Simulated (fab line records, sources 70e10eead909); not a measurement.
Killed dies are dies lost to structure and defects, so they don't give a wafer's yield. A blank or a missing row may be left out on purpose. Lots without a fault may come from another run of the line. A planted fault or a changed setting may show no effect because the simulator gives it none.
Which tool did it? | flow nand_harc | 14 lots, 42 wafers sampled, at 5 steps of a route of 1302

WHAT THE GAUGES READ, wafer by wafer
The record holds no reading of a measuring or inspecting step that can be judged against a usual standard deviation.

WHICH TOOL RAN EACH LOT (tool, then ch and the chambers of the sampled wafers, then the start)
lot  | NHARC_P_CONTACT_DEGAS_38     | NHARC_P_CONTACT_PVD_32                  | NHARC_P_M0_PVD_21                       | NHARC_P_M0_ECD_22              | NHARC_P_M0_CMP_23
L315 | pvd_sputter-01, day 5 22:49  | pvd_sputter-01, day 6 02:59 or earlier  | pvd_sputter-03, day 6 02:59 or earlier  | ecd_cu-02 ch 0,1, day 6 02:59  | cmp-01 ch 0,1, day 6 03:34
L316 | pvd_sputter-03, day 6 15:40  | pvd_sputter-03, day 6 19:33 or earlier  | pvd_sputter-01, day 6 19:33 or earlier  | ecd_cu-02 ch 0,1, day 6 19:33  | cmp-04 ch 0,1, day 6 20:19
L318 | pvd_sputter-02, day 7 01:29  | pvd_sputter-02, day 7 05:20 or earlier  | pvd_sputter-02, day 7 05:20 or earlier  | ecd_cu-02 ch 0,1, day 7 05:20  | cmp-02 ch 1,2,3, day 7 06:04
L320 | pvd_sputter-02, day 7 23:01  | pvd_sputter-02, day 8 03:28 or earlier  | pvd_sputter-02, day 8 03:28 or earlier  | ecd_cu-02 ch 0,1, day 8 03:28  | cmp-02 ch 1,2,3, day 8 04:11
L328 | pvd_sputter-03, day 11 09:54 | pvd_sputter-03, day 11 13:38 or earlier | pvd_sputter-01, day 11 13:38 or earlier | ecd_cu-02 ch 0,1, day 11 13:38 | cmp-02 ch 0,3, day 11 14:23
L329 | pvd_sputter-02, day 12 03:43 | pvd_sputter-02, day 12 07:38 or earlier | pvd_sputter-01, day 12 07:38 or earlier | ecd_cu-02 ch 0,1, day 12 07:38 | cmp-02 ch 0,1,2, day 12 08:20
L330 | pvd_sputter-03, day 12 04:25 | pvd_sputter-03, day 12 08:22 or earlier | pvd_sputter-02, day 12 08:22 or earlier | ecd_cu-01 ch 0,1, day 12 08:22 | cmp-01 ch 0,1,2, day 12 09:02
L331 | pvd_sputter-03, day 12 17:27 | pvd_sputter-03, day 12 21:16 or earlier | pvd_sputter-03, day 12 21:16 or earlier | ecd_cu-01 ch 0,1, day 12 21:16 | cmp-04 ch 0,1,2, day 12 21:53
L333 | pvd_sputter-02, day 13 07:42 | pvd_sputter-02, day 13 12:01 or earlier | pvd_sputter-03, day 13 12:01 or earlier | ecd_cu-01 ch 0, day 13 12:01   | cmp-02 ch 0,1,3, day 13 12:45
L334 | pvd_sputter-01, day 13 16:52 | pvd_sputter-01, day 13 20:34 or earlier | pvd_sputter-02, day 13 20:34 or earlier | ecd_cu-01 ch 0,1, day 13 20:34 | cmp-04 ch 0,2,3, day 13 21:24
L335 | pvd_sputter-03, day 14 05:56 | pvd_sputter-03, day 14 10:58 or earlier | pvd_sputter-01, day 14 10:58 or earlier | ecd_cu-01 ch 0,1, day 14 10:58 | cmp-01 ch 0,1,3, day 14 11:45
L336 | pvd_sputter-02, day 14 18:43 | pvd_sputter-02, day 14 22:37 or earlier | pvd_sputter-02, day 14 22:37 or earlier | ecd_cu-01 ch 0,1, day 14 22:37 | cmp-02 ch 0,1,3, day 14 23:19
L337 | pvd_sputter-01, day 15 09:24 | pvd_sputter-01, day 15 14:04 or earlier | pvd_sputter-02, day 15 14:04 or earlier | ecd_cu-02 ch 0,1, day 15 14:04 | cmp-02 ch 0,1,2, day 15 14:47
L338 | pvd_sputter-01, day 15 16:21 | pvd_sputter-01, day 15 20:09 or earlier | pvd_sputter-02, day 15 20:09 or earlier | ecd_cu-02 ch 0,1, day 15 20:09 | cmp-02 ch 0,1,3, day 15 20:51
- NHARC_P_CONTACT_DEGAS_38: time 60 s.
- NHARC_P_CONTACT_PVD_32: deposits Ti, target thk 5 nm, time 17.7 s.
- NHARC_P_M0_PVD_21: deposits Cu, target thk 30 nm, time 20.49 s.
- NHARC_P_M0_ECD_22: material Cu, target thk 400 nm.
- NHARC_P_M0_CMP_23: polishes, t overpolish 20 s, target thk 117.54 nm.

WHAT THE TOOLS THEMSELVES READ (means of the sampled wafers that have a number; where no wafer has one, the mark that the record gives instead)
NHARC_P_CONTACT_DEGAS_38.
lot  | tool           | heater_power_w (W)
L315 | pvd_sputter-01 | 455
L316 | pvd_sputter-03 | 453
L318 | pvd_sputter-02 | 470
L320 | pvd_sputter-02 | 484
L328 | pvd_sputter-03 | 437
L329 | pvd_sputter-02 | 466
L330 | pvd_sputter-03 | 454
L331 | pvd_sputter-03 | 453
L333 | pvd_sputter-02 | 482
L334 | pvd_sputter-01 | 452
L335 | pvd_sputter-03 | 446
L336 | pvd_sputter-02 | 450
L337 | pvd_sputter-01 | 447
L338 | pvd_sputter-01 | 457

NHARC_P_CONTACT_PVD_32.
lot  | tool           | chamber_pressure_pa (Pa) | throttle_valve_pct (%)
L315 | pvd_sputter-01 | 5.000                    | 30.4
L316 | pvd_sputter-03 | 5.002                    | 30.6
L318 | pvd_sputter-02 | 5.001                    | 29.8
L320 | pvd_sputter-02 | 4.995                    | 29.5
L328 | pvd_sputter-03 | 5.004                    | 30.3
L329 | pvd_sputter-02 | 5.007                    | 29.4
L330 | pvd_sputter-03 | 5.001                    | 29.9
L331 | pvd_sputter-03 | 5.005                    | 30.0
L333 | pvd_sputter-02 | 5.008                    | 29.2
L334 | pvd_sputter-01 | 5.007                    | 30.7
L335 | pvd_sputter-03 | 4.994                    | 29.9
L336 | pvd_sputter-02 | 4.994                    | 29.9
L337 | pvd_sputter-01 | 4.998                    | 30.9
L338 | pvd_sputter-01 | 5.010                    | 30.5

NHARC_P_M0_PVD_21.
lot  | tool           | chamber_pressure_pa (Pa) | throttle_valve_pct (%)
L315 | pvd_sputter-03 | 5.002                    | 30.6
L316 | pvd_sputter-01 | 5.008                    | 30.3
L318 | pvd_sputter-02 | 5.007                    | 29.4
L320 | pvd_sputter-02 | 5.016                    | 29.7
L328 | pvd_sputter-01 | 5.008                    | 30.8
L329 | pvd_sputter-01 | 5.004                    | 30.9
L330 | pvd_sputter-02 | 4.987                    | 30.0
L331 | pvd_sputter-03 | 5.000                    | 30.0
L333 | pvd_sputter-03 | 4.996                    | 30.8
L334 | pvd_sputter-02 | 4.996                    | 29.2
L335 | pvd_sputter-01 | 5.005                    | 30.8
L336 | pvd_sputter-02 | 4.994                    | 29.0
L337 | pvd_sputter-02 | 4.987                    | 29.3
L338 | pvd_sputter-02 | 5.002                    | 29.6

NHARC_P_M0_CMP_23.
lot  | tool   | motor_current_A (A) | slurry_flow_ml_min | time_to_endpoint_s (s)
L315 | cmp-01 | 14.2                | 150.3              | 27.4
L316 | cmp-04 | 13.1                | 150.2              | 29.9
L318 | cmp-02 | 12.8                | 150.1              | 30.8
L320 | cmp-02 | 12.6                | 149.8              | 32.1
L328 | cmp-02 | 11.8                | 150.5              | 23.6
L329 | cmp-02 | 12.5                | 150.1              | 18.3
L330 | cmp-01 | 13.3                | 149.8              | 28.1
L331 | cmp-04 | 13.1                | 150.8              | 30.9
L333 | cmp-02 | 11.8                | 150.2              | 28.6
L334 | cmp-04 | 12.7                | 150.1              | 29.9
L335 | cmp-01 | 13.7                | 149.5              | 30.5
L336 | cmp-02 | 12.0                | 149.8              | 29.5
L337 | cmp-02 | 12.3                | 150.2              | 29.9
L338 | cmp-02 | 11.8                | 149.5              | 33.0

THE ANSWER, worked out from the rows above alone
Rule: what is usual is taken from the lots themselves. Put in order of their means at a reading, lots are off if they are a third of the lots or fewer, leave a main group of 4 or more, and stand apart from it by a gap of 3 or more times the standard deviation of the main group's means; of several such gaps the widest counts. A main group whose means are all the same, to the digits that the tables above print for the reading, isn't used. A lot without any number at a reading at which 4 lots or more have one is off too. The other lots that the step has rows for count as sound. The gauges are gone through in route order, then the tools' own readings, and for those a lot's mean is taken as printed above. The first step at which some lot is off is used, and at that step the reading that is off furthest; a lot without a number counts as furthest.
No lot is off at any reading shown: from this, nothing can be told.

WHAT THE SIMULATOR HAD PUT IN
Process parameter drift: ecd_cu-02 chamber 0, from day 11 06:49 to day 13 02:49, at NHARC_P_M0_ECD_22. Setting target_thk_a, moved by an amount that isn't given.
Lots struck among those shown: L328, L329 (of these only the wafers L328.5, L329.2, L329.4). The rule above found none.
